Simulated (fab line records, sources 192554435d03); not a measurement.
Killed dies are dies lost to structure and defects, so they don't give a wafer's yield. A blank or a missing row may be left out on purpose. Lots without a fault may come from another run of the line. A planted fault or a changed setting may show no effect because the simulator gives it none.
fab line records | flow n5_finfet
record lots=5 wafers=15 last_day=16
route steps=1938 shown BEOL_M4@1099 BEOL_M5@1112 BEOL_M7@1325 PASSIVATION@1936
lots that met no fault: from a run of the same line without faults
start_h: hours from the record's first day to the start of the lot's first wafer shown | wait_h: hours since the lot's step before | " the same as in the row above | L1.1+2: a row that stands for several wafers | - no value, or no start given | * or withheld: withheld | < > ~ a bound
route shown NAME@n: a module of which the file shows steps, and the number in the route of the first | usual: mean/standard deviation of fault-free wafers | same: alike in all rows | chamber/n: place in a boat | sites: the reading at each site | _std_site: their standard deviation | _edge_site: outer sites' mean less inner sites' | radius_mm: how far each site lies from the wafer's centre | mask NAME#n: copy n | behind: the tool/chamber that last shaped the wafer | hold: why the lot was held/for how many hours/how that ended | device: the transistor (n, p or np) that didn't switch | end of line: the same wafers' tests at the end of the route | a step without rows: its recipe alone | killed: dies lost to structure and defects at the first sort, not the wafer's yield | map: a wafer's dies, x killed, . not, _ none there
set.NAME: the setting as run; set.NAME@STEP: as run at that earlier step | model.NAME: the simulator's own value behind a step, which no gauge read
lots at some steps of the route; a table a step, a row a wafer
services: from which hour (start_h, from the record's first day; less than 0 if before it) a tool's chamber was out of use, for how many hours, and why
## steps
# step N5_BEOL_M4_ANNEAL_95
# recipe temp_c=400 time_s=240 ambient=vacuum
# step N5_BEOL_M4_SPUTTER_96
# recipe material=Cu target_thk_a=45 temp_c=-20 chamber_pressure_pa=0.07 power_w=withheld time_s=8.29
# step N5_BEOL_M4_ECD_50
# recipe material=Cu target_thk_a=3000
# step N5_BEOL_M4_ANNEAL_51
# recipe temp_c=225 time_s=90 ambient=N2
# step N5_BEOL_M4_CMP_52
# recipe stop_on=SiOC t_overpolish_s=6.8 down_force_psi=1 platen_rpm=50 clearing_platen_down_force_psi=1.5 clearing_platen_rpm=50 post_cmp_clean=cu_alkaline target_thk_nm=40 clearing_platen_pad_velocity_m_s=0.99484 pad_velocity_m_s=0.99484
# step N5_BEOL_M4_PRE_CLEAN_60
# recipe gas=NH3/H2 time_s=15 temp_c=* rf_power_w=300
# step N5_BEOL_M4_CO_CAP_55
# recipe material=Co target_thk_a=20 temp_c=200 precursor=CCTBA/H2 pressure_torr=30 time_s=102.1
# step N5_BEOL_M4_PRE_CLEAN_56
# recipe gas=NH3 time_s=15 temp_c=withheld rf_power_w=300
# step N5_BEOL_M4_DEP_57
# recipe material=SiCN target_thk_a=80 temp_c=withheld precursor=3MS/NH3 pressure_torr=3 rf_w=202 time_s=14
# step N5_BEOL_M4_RC_MEAS_101
# usual DIBL_N=36.0/2.5 DIBL_P=36.7/3 IOFF_N=0.16/0.043 IOFF_P=0.21/0.049 ION_N=673/15 ION_P=461/9.8 SS_N=71.5/0.83 SS_P=73.4/0.83 VT_N=250/4 VT_P=-251/4
# columns lot.wafer tool chamber start_h wait_h DIBL_N[mV/V] DIBL_P[mV/V] IOFF_N[nA/um] IOFF_P[nA/um] ION_N[uA/um] ION_P[uA/um] SS_N[mV/dec] SS_P[mV/dec] VT_N[mV] VT_P[mV]
L170.1 prober-01 0 161.06 0.0 33.5 35.1 0.15 0.20 670 457 71.6 72.9 249 -252
L170.2 " 0 " " 30.2 30.2 0.10 0.14 653 455 70.8 71.9 257 -255
L170.4 " 0 " " 37.3 40.7 0.24 0.30 703 473 72.1 75.0 245 -243
L176.2 prober-01 0 200.08 0.2 33.9 35.4 0.13 0.19 667 466 71.1 73.3 251 -250
L176.4 " 0 " " 35.2 36.0 0.14 0.19 657 449 70.9 73.2 252 -251
L176.5 " 0 " " 36.3 38.9 0.17 0.27 671 465 70.7 74.9 247 -247
L177.3 prober-02 0 212.98 0.3 38.1 41.8 0.25 0.28 696 470 74.1 74.6 245 -246
L177.4 " 0 " " 32.8 36.9 0.14 0.20 666 459 70.9 73.6 249 -249
L177.6 " 0 " " 32.6 35.3 0.13 0.17 658 446 71.2 72.8 252 -254
L179.1 prober-01 0 218.09 0.0 34.3 36.4 0.15 0.18 674 454 71.6 73.0 250 -254
L179.3 " 0 " " 32.8 33.3 0.11 0.14 651 447 70.3 73.1 253 -252
L179.5 " 0 " " 34.3 35.7 0.14 0.17 658 453 71.0 73.5 251 -254
L186.1 prober-01 0 269.88 0.0 35.1 36.4 0.14 0.18 666 458 71.5 73.6 252 -252
L186.2 " 0 " " 33.6 34.6 0.12 0.17 653 452 71.8 72.7 254 -254
L186.5 " 0 " " 38.4 38.7 0.19 0.22 679 461 72.4 74.0 246 -251
# step N5_BEOL_M5_ILD_DEP_00
# recipe material=SiCOH_lowk target_thk_a=1406.4 temp_c=300 precursor=DEMS/porogen pressure_torr=5 rf_w=500 time_s=25.9
# step N5_BEOL_M5_CURE_79
# recipe temp_c=385 time_s=240 ambient=He/Ar material=SiCOH_lowk
# step N5_BEOL_M5_PECVD_70
# recipe material=SiO2 target_thk_a=160 temp_c=400 precursor=TEOS/O2 pressure_torr=5.5 rf_w=450 teos_flow_sccm=53.8 gas=O2 flow_sccm=3000 time_s=18
# step N5_BEOL_M5_HM_DEP_02
# recipe material=TiN target_thk_a=200 temp_c=25 chamber_pressure_pa=0.49996
# step N5_BEOL_M5_COAT_59
# recipe resist=SOC temp_c=250 time_s=60 spin_rpm=1500 resist_thk_nm=60
# step N5_BEOL_M5_COAT_60
# recipe resist=SiARC temp_c=220 time_s=60 spin_rpm=1500 resist_thk_nm=12
# step N5_BEOL_M5_COAT_71
# recipe resist=underlayer temp_c=205 time_s=60 spin_rpm=1500 resist_thk_nm=5
# step N5_BEOL_M5_COAT_05
# recipe resist=CAR-EUV spin_rpm=1500 resist_thk_nm=30
# step N5_BEOL_M5_EBR_07
# recipe solvent=PGMEA ebr_width_mm=1.5
# step N5_BEOL_M5_SOFTBAKE_06
# recipe temp_c=110 time_s=60 resist=CAR-EUV
# step N5_BEOL_M5_EXPOSE_08
# recipe mask_id=M5 na=0.33 source_shape=annular sigma_inner=0.4 sigma_outer=0.8 polarization=unpolarized target_cd_nm=28 dose_mj=35.75
# step N5_BEOL_M5_PEB_09
# recipe peb_temp_c=100 peb_time_s=60 resist=CAR-EUV
# step N5_BEOL_M5_DEVELOP_10
# recipe develop_time_s=30 developer=TMAH resist=CAR-EUV rinse_liquid=surfactant_rinse dry=air_spin dev_temp_c=23
# step N5_BEOL_M5_DESCUM_16
# recipe chemistry=O2 time_s=7 source_power_w=50 bias_power_w=20 pressure_mtorr=20 rf_frequency_hz=2.712e+07 temp_c=40 resist=CAR-EUV o2_flow_sccm=225
# step N5_BEOL_M5_ETCH_72
# recipe chemistry=N2/H2 target=underlayer target_depth_a=65 mask_material=CAR-EUV time_s=5.2 ion_energy_ev=200 pressure_mtorr=30 source_w=840 bias_w=150 n2_flow_sccm=200 h2_flow_sccm=200 ends=cleared
# step N5_BEOL_M5_ETCH_61
# recipe chemistry=CF4 target=SiARC target_depth_a=156 mask_material=CAR-EUV time_s=26 ion_energy_ev=80 pressure_mtorr=40 source_w=545 bias_w=36 Ar_flow_sccm=100 cf4_flow_sccm=100 ends=cleared
# step N5_BEOL_M5_ETCH_62
# recipe chemistry=N2/H2 target=SOC target_depth_a=750 overetch_a=150 mask_material=SiARC temp_c=40 time_s=112.5 ion_energy_ev=200 pressure_mtorr=30 source_w=840 bias_w=150 n2_flow_sccm=200 h2_flow_sccm=200
# step N5_BEOL_M5_STRIP_63
# recipe chemistry=N2/H2 temp_c=40 n2_flow_sccm=200 h2_flow_sccm=200 rf_frequency_hz=6e+07
# step N5_BEOL_M5_STRIP_73
# recipe chemistry=N2/H2 temp_c=40 n2_flow_sccm=200 h2_flow_sccm=200 rf_frequency_hz=6e+07
# step N5_BEOL_M5_STRIP_64
# recipe chemistry=CF4 resist=SiARC power_w=300 bias_power_w=75 pressure_mtorr=50 cf4_flow_sccm=150 rf_frequency_hz=6e+07
# step N5_BEOL_M5_HM_OPEN_17
# recipe chemistry=Cl2/BCl3 target_depth_a=200 overetch_a=60 target=TiN mask_material=SOC ion_energy_ev=150 pressure_mtorr=10 icp_w=1000 bias_w=126 Cl2_flow_sccm=53.25 bcl3_flow_sccm=21.75 Ar_flow_sccm=25
# step N5_BEOL_M5_STRIP_19
# recipe chemistry=O2 power_w=400 temp_c=40 pressure_mtorr=30 rf_frequency_hz=6e+07 bias_power_w=0 overash_fraction=0.2 o2_flow_sccm=225
# step N5_BEOL_M5_COAT_65
# recipe resist=SOC temp_c=250 time_s=60 spin_rpm=1500 resist_thk_nm=60
# step N5_BEOL_M5_COAT_66
# recipe resist=SiARC temp_c=220 time_s=60 spin_rpm=1500 resist_thk_nm=12
# step N5_BEOL_M7_ANNEAL_51
# recipe temp_c=225 time_s=90 ambient=N2
# usual anneal_temp_c=224.96/0.18 anneal_temp_c_max=226.2/0.42 wafer_temp_C_max=226.4/0.31
# columns lot.wafer tool chamber start_h wait_h anneal_temp_c anneal_temp_c_max wafer_temp_C_max
L170.1 rtp_anneal-02 0 187.93 0.3 224.83 225.9 226.3
L170.2 " 0 " " 224.99 226.3 226.1
L170.4 " 0 " " 225.02 226.5 225.9
L176.2 rtp_anneal-02 - 228.30 0.1 - - -
L176.4 " - " " - - -
L176.5 " - " " - - -
L177.3 rtp_anneal-02 - 238.25 0.3 - - -
L177.4 " - " " - - -
L177.6 " - " " - - -
L179.1 rtp_anneal-01 - 243.44 0.3 - - -
L179.3 " - " " - - -
L179.5 " - " " - - -
L186.1 rtp_anneal-02 0 299.00 0.1 224.85 226.3 226.0
L186.2 " 0 " " 224.97 226.4 226.7
L186.5 " 0 " " 224.97 226.6 226.4
# step N5_BEOL_M7_CMP_52
# recipe stop_on=SiCOH_lowk t_overpolish_s=6.9 down_force_psi=1 platen_rpm=50 clearing_platen_down_force_psi=1.5 clearing_platen_rpm=50 post_cmp_clean=cu_alkaline target_thk_nm=80 clearing_platen_pad_velocity_m_s=0.99484 pad_velocity_m_s=0.99484
# usual barrier_field_endpoint_s=29.5/0.83 clearing_platen_down_force_psi=1.500/0.0033 motor_current_A=6.1/0.59 overpolish_run_s=6.900/0.01 time_to_endpoint_s=66/3.4
# columns lot.wafer tool chamber start_h wait_h barrier_field_endpoint_s clearing_platen_down_force_psi motor_current_A overpolish_run_s time_to_endpoint_s
L170.2 cmp-01 1 188.23 0.2 28.7 1.497 5.3 6.883 61
L170.4 " 2 " " 29.5 1.498 5.5 6.901 62
L170.1 " 0 " " 29.9 1.500 5.8 6.895 69
L176.4 cmp-04 3 228.55 0.1 38.3 1.504 6.1 6.886 81
L176.2 " 2 " " 36.1 1.498 6.3 6.918 82
L176.5 " 0 " " 35.7 1.495 6.4 6.914 81
L177.3 cmp-04 1 238.50 0.2 35.5 1.498 5.5 6.893 81
L177.4 " 2 " " 35.7 1.497 6.2 6.895 80
L177.6 " 0 " " 35.4 1.498 6.1 6.891 80
L179.3 cmp-02 2 243.75 0.2 33.4 1.501 6.7 6.897 79
L179.1 " 1 " " 34.1 1.498 6.2 6.908 80
L179.5 " 2 " " 33.6 1.499 6.8 6.904 80
L186.2 cmp-01 3 299.39 0.3 28.7 1.500 5.3 6.886 59
L186.1 " 0 " " 30.4 1.502 5.7 6.897 67
L186.5 " 2 " " 30.5 1.500 5.4 6.910 64
# step N5_PASSIVATION_PROBE_49
# usual defect_limited_yield=91.1/1.5 killed_at_M0_to_M3=37/11 killed_at_M4_up=13/5.6 killed_at_contacts=12/5.6 killed_at_front_end=39/11 killed_at_other=4/3.1 killed_dies=105/18 killed_on_rim=14/3.8 killed_open=69/13 killed_short=35/7.4 sort_bin_5_function=5.1/0.92 sort_bin_6_memory=3.4/0.76 sort_n_pass=1075/18 sort_yield_pct=91.1/1.5
# same gross_dies=1180 killed_at_back_side=0 sort_bin_4_leakage[%]=0 sort_bin_8_speed[%]=0
# columns lot.wafer tool chamber start_h wait_h defect_limited_yield[%] killed_at_M0_to_M3 killed_at_M4_up killed_at_contacts killed_at_front_end killed_at_other killed_dies killed_on_rim killed_open killed_short sort_bin_5_function[%] sort_bin_6_memory[%] sort_n_pass sort_yield_pct[%]
L170.1 prober-01 - 264.43 0.0 90.8 33 13 20 41 1 108 14 69 38 4.8 4.1 1072 90.8
L170.2 prober-01 - 264.48 0.1 92.0 40 8 17 27 2 94 13 60 34 4.3 3.5 1086 92.0
L170.4 prober-01 - 264.58 0.2 91.6 44 13 21 20 1 99 17 76 23 4.6 3.6 1081 91.6
L176.2 prober-01 - 301.77 0.1 50.1 35 506 2 37 9 589 12 54 40 4.3 3.2 591 50.1
L176.4 prober-01 - 301.87 0.2 90.6 30 6 7 52 16 111 17 70 41 5.1 4.2 1069 90.6
L176.5 prober-01 - 301.92 0.2 91.1 36 18 8 34 9 105 23 62 42 5.5 3.2 1075 91.1
L177.3 prober-02 - 310.39 0.1 80.4 29 125 7 66 4 231 129 78 36 5.5 3.8 949 80.4
L177.4 prober-02 - 310.44 0.2 56.0 30 421 14 54 0 519 152 79 34 5.0 4.1 661 56.0
L177.6 prober-02 - 310.54 0.3 71.8 23 240 13 54 3 333 152 77 33 5.8 3.5 847 71.8
L179.1 prober-01 - 315.84 0.0 80.2 40 138 13 34 9 234 17 71 30 4.6 3.6 946 80.2
L179.3 prober-01 - 315.94 0.1 50.3 61 468 7 46 5 587 15 69 58 6.6 3.6 593 50.3
L179.5 prober-01 - 316.04 0.2 71.9 44 221 14 48 5 332 152 68 48 6.2 3.5 848 71.9
L186.1 prober-02 - 390.19 0.0 92.2 29 7 14 39 3 92 10 57 27 4.3 2.5 1088 92.2
L186.2 prober-02 - 390.24 0.1 92.3 36 23 6 24 2 91 12 59 29 4.7 2.8 1089 92.3
L186.5 prober-02 - 390.39 0.2 90.8 39 9 15 44 1 108 10 70 35 5.5 2.9 1072 90.8
# killed by level:class
L170.1 MOL_CONTACT_COAG:geometric_particle:open=15 BEOL_M3:geometric_particle:open=11 GATE_CUT:geometric_particle:short=8 FIN_SAQP:geometric_particle:short=7 ILD0:geometric_particle:short=6 FIN_SAQP:geometric_particle:open=5 MOL_CONTACT_COAG:geometric_particle:short=5 BEOL_M1:geometric_particle:open=5
L170.2 MOL_CONTACT_COAG:geometric_particle:open=15 GATE_CUT:geometric_particle:short=9 BEOL_M2:geometric_particle:open=8 BEOL_M0_SAQP:geometric_particle:open=7 BEOL_M0_SAQP:geometric_particle:short=7 BEOL_M3:geometric_particle:open=7 BEOL_M3:geometric_particle:short=5 FIN_SAQP:geometric_particle:short=4
L170.4 MOL_CONTACT_COAG:geometric_particle:open=17 BEOL_M3:geometric_particle:open=14 BEOL_M0_SAQP:geometric_particle:open=10 BEOL_M2:geometric_particle:open=6 GATE_CUT:geometric_particle:short=5 BEOL_M0_SAQP:geometric_particle:short=5 MOL_CONTACT_COAG:geometric_particle:short=4 BEOL_M3:geometric_particle:short=4
L176.2 BEOL_M7:area_cmp=495 FIN_SAQP:geometric_particle:short=11 BEOL_M2:geometric_particle:open=10 STI_FIN_REVEAL:geometric_particle:open=9 BEOL_M0_SAQP:geometric_particle:short=7 BEOL_M0_SAQP:geometric_particle:open=5 BEOL_M3:geometric_particle:open=5 MIM_TOP_ETCH:geometric_particle:short=5
L176.4 FIN_SAQP:geometric_particle:short=17 FIN_SAQP:geometric_particle:open=12 STI_FIN_REVEAL:geometric_particle:open=9 BEOL_M0_SAQP:geometric_particle:open=8 MIM_TOP_ETCH:geometric_particle:short=8 DUMMY_GATE:geometric_particle:open=5 MOL_CONTACT_COAG:geometric_particle:open=5 BEOL_M1:geometric_particle:open=5
L176.5 FIN_SAQP:geometric_particle:short=10 BEOL_M0_SAQP:geometric_particle:short=10 FIN_SAQP:geometric_particle:open=9 BEOL_M2:geometric_particle:open=7 MOL_CONTACT_COAG:geometric_particle:open=6 ILD0:geometric_particle:short=5 BEOL_M0_SAQP:geometric_particle:open=5 STI_FIN_REVEAL:geometric_particle:open=4
L177.3 BEOL_M7:area_cmp=116 STI_FIN_REVEAL:geometric_particle:open=18 FIN_SAQP:geometric_particle:short=13 FIN_SAQP:geometric_particle:open=12 BEOL_M3:geometric_particle:open=9 MOL_CONTACT_COAG:geometric_particle:open=7 BEOL_M0_SAQP:geometric_particle:short=6 STARTING-WAFER:geometric_particle:open=6
L177.4 BEOL_M7:area_cmp=404 MOL_CONTACT_COAG:geometric_particle:open=14 STI_FIN_REVEAL:geometric_particle:open=10 BEOL_M3:geometric_particle:open=10 BEOL_M4:geometric_particle:open=10 FIN_SAQP:geometric_particle:open=7 FIN_SAQP:geometric_particle:short=7 BEOL_M0_SAQP:geometric_particle:short=6
L177.6 BEOL_M7:area_cmp=220 BEOL_M4:geometric_particle:open=14 MOL_CONTACT_COAG:geometric_particle:open=10 FIN_SAQP:geometric_particle:open=9 STI_FIN_REVEAL:geometric_particle:open=8 FIN_SAQP:geometric_particle:short=7 ILD0:geometric_particle:open=6 ILD0:geometric_particle:short=6
L179.1 BEOL_M7:area_cmp=133 FIN_SAQP:geometric_particle:open=13 MOL_CONTACT_COAG:geometric_particle:open=13 BEOL_M0_SAQP:geometric_particle:open=10 FIN_SAQP:geometric_particle:short=8 BEOL_M0_SAQP:geometric_particle:short=7 BEOL_M2:geometric_particle:open=6 BEOL_M1:geometric_particle:open=5
L179.3 BEOL_M7:area_cmp=459 FIN_SAQP:geometric_particle:short=15 BEOL_M0_SAQP:geometric_particle:short=13 BEOL_M0_SAQP:geometric_particle:open=12 BEOL_M2:geometric_particle:open=11 BEOL_M2:geometric_particle:short=11 FIN_SAQP:geometric_particle:open=8 STI_FIN_REVEAL:geometric_particle:open=8
L179.5 BEOL_M7:area_cmp=215 FIN_SAQP:geometric_particle:short=12 MOL_CONTACT_COAG:geometric_particle:open=12 BEOL_M2:geometric_particle:open=10 STI_FIN_REVEAL:geometric_particle:open=8 BEOL_M0_SAQP:geometric_particle:short=8 BEOL_M0_SAQP:geometric_particle:open=7 FIN_SAQP:geometric_particle:open=6
L186.1 MOL_CONTACT_COAG:geometric_particle:open=10 STI_FIN_REVEAL:geometric_particle:open=8 HKMG_FIN:area_etch=8 FIN_SAQP:geometric_particle:open=7 BEOL_M0_SAQP:geometric_particle:open=6 FIN_SAQP:geometric_particle:short=5 BEOL_M0_SAQP:geometric_particle:short=5 BEOL_M2:geometric_particle:open=5
L186.2 BEOL_M0_SAQP:geometric_particle:short=10 BEOL_M4:geometric_particle:open=8 BEOL_M0_SAQP:geometric_particle:open=6 BEOL_M3:geometric_particle:open=6 BEOL_M5:geometric_particle:open=6 MOL_CONTACT_COAG:geometric_particle:open=5 STARTING-WAFER:geometric_particle:open=5 BEOL_M0:geometric_particle:short=4
L186.5 BEOL_M2:geometric_particle:open=12 MOL_CONTACT_COAG:geometric_particle:open=11 STI_FIN_REVEAL:geometric_particle:open=9 BEOL_M3:geometric_particle:open=8 FIN_SAQP:geometric_particle:open=6 FIN_SAQP:geometric_particle:short=6 BEOL_M0_SAQP:geometric_particle:short=5 BEOL_M0_SAQP:geometric_particle:open=5
# map L176.2 (x killed, . not)
_________________............________________
______________.................._____________
___________.................x......__________
__________......................x..._________
________......x......................._______
_______..............xxxx....x.........______
______.....x....xxxxxxxxxxxxx.x...x....._____
_____.........xxxxxxxxxxxxxxxxxx.........____
____.........xxxxxxxxxxxxxxxxxxxx.........___
___.........xxxxxxxxxxxxxxxxxxxxxx.......x.__
___.x......xxxxxxxxxxxxxxxxxxxxxxxx........__
__.x......xxxxxxxxxxxxxxxxxxxxxxxxxx....xxx._
__.xx.x..xxxxxxxxxxxxxxxxxxxxxxxxxxxx.....x._
_.x......xxxxxxxxxxxxxxxxxxxxxxxxxxxx........
_....x...xxxxxxxxxxxxxxxxxxxxxxxxxxxx...x...x
_...x..x.xxxxxxxxxxxxxxxxxxxxxxxxxxxx.x......
_.......xxxxxxxxxxxxxxxxxxxxxxxxxxxxxxxx....x
_.x.....xxxxxxxxxxxxxxxxxxxxxxxxxxxxxx.......
_........xxxxxxxxxxxxxxxxxxxxxxxxxxxx........
_........xxxxxxxxxxxxxxxxxxxxxxxxxxxx.x......
_........xxxxxxxxxxxxxxxxxxxxxxxxxxxx........
__......xxxxxxxxxxxxxxxxxxxxxxxxxxxxx......._
__x......xxxxxxxxxxxxxxxxxxxxxxxxxxx........_
___.x.x..x.xxxxxxxxxxxxxxxxxxxxxxxx...x.x..__
___..x.x..x.xxxxxxxxxxxxxxxxxxxxxx.......x.__
____.......x.xxxxxxxxxxxxxxxxxxxx.........___
_____.........xxxxxxxxxxxxxxxxxx....x....____
______...x..x....xxxxxxxxxxxxx........x._____
_______..............xxxx..............______
________......x......................._______
__________.x.......................x_________
___________..................x.....__________
______________.................._____________
_________________...x........________________
# map L177.4 (x killed, . not)
_________________xxxxxxxxxxxx________________
______________xxxxxxxxxxxxxxxxxx_____________
___________xxxxxxxxxxxxxxxxxxxxxxxx__________
__________xxxxxxxxxxx.x..xxxxxxxxxxx_________
________xxxxxxxx.....x...x...xxxxxxxxx_______
_______xxxxxxx.....x............xxxxxxx______
______xxxxxx......................xxxxxx_____
_____xxxxxx......x...........x..x..xxxxxx____
____xxxxxxx..x......................xxxxxx___
___xxxxxx........................x...xxxxxx__
___xxxxx..........x...x.......x....x..xxxxx__
__xxxxx............x.........x...x.....xxxxx_
__xxxxx....x..........x.....x..........xxxxx_
_xxxxx....................x.............xxxxx
_xxxxxx.x................x..............xxxxx
_xxxxx....x......x..x...................xxxxx
_xxxxx........x.........x..........x...xxxxxx
_xxxxx......x.x.............x.x..x.x....xxxxx
_xxxxx........................x...x....xxxxxx
_xxxxx.....x...x....................x.x.xxxxx
_xxxxx.......x.....x............x.....xxxxxxx
__xxxxx...................x............xxxxx_
__xxxxx.....x..x..........xx...........xxxxx_
___xxxxx.......x.....x...........x....xxxxx__
___xxxxxx............................xxxxxx__
____xxxxxx..................x......xxxxxxx___
_____xxxxxx...............x........xxxxxx____
______xxxxxx............x...x...x.xxxxxx_____
_______xxxxxxxxx.x....x...xx....xxxxxxx______
________xxxxxxxx..............xxxxxxxx_______
__________xxxxxxxxxxxx...xxxxxxxxxxx_________
___________xxxxxxxxxxxxxxxxxxxxxxxx__________
______________xxxxxxxxxxxxxxxxxx_____________
_________________xxxxxxxxxxxx________________
## services
# columns tool chamber start_h hours kind
cmp-01 - 199.59 4.0 pm
cmp-01 - 203.59 - consumable_replace:conditioner
cmp-01 - 203.59 - consumable_replace:pad
cmp-02 - 212.30 1.2 repair
cmp-04 - 226.17 0.8 repair
cmp-02 - 240.29 1.6 repair
cmp-04 - 247.55 1.4 repair
cmp-01 - 252.12 1.1 repair
cmp-04 - 277.06 6.8 pm
cmp-02 - 282.76 1.0 repair
cmp-01 - 288.05 0.5 repair
## key
first_sign step=N5_BEOL_M7_ANNEAL_51 reading=tool_record direction=missing
effect step=N5_BEOL_M7_CMP_52 reading=barrier_field_endpoint_s direction=up sigmas=7 usual=29.5 struck=35.3
effect step=N5_PASSIVATION_PROBE_49 reading=killed_at_M4_up direction=up sigmas=40 usual=13 struck=238 wafers_moved=7
more_kills_born_at N5_BEOL_M7_CMP_52@cmp-04=1235 N5_BEOL_M7_CMP_52@cmp-02=807
met_at N5_BEOL_M7_ANNEAL_51
struck_wafers L176.2,L176.4,L176.5,L177.3,L177.4,L177.6,L179.1,L179.3,L179.5
onset_between 187.93 228.30
fault kind=skipped_step_whole tool=rtp_anneal-01,rtp_anneal-02 chamber=- onset_h=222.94 steps=N5_BEOL_M7_ANNEAL_51 scope=struck_lots_only
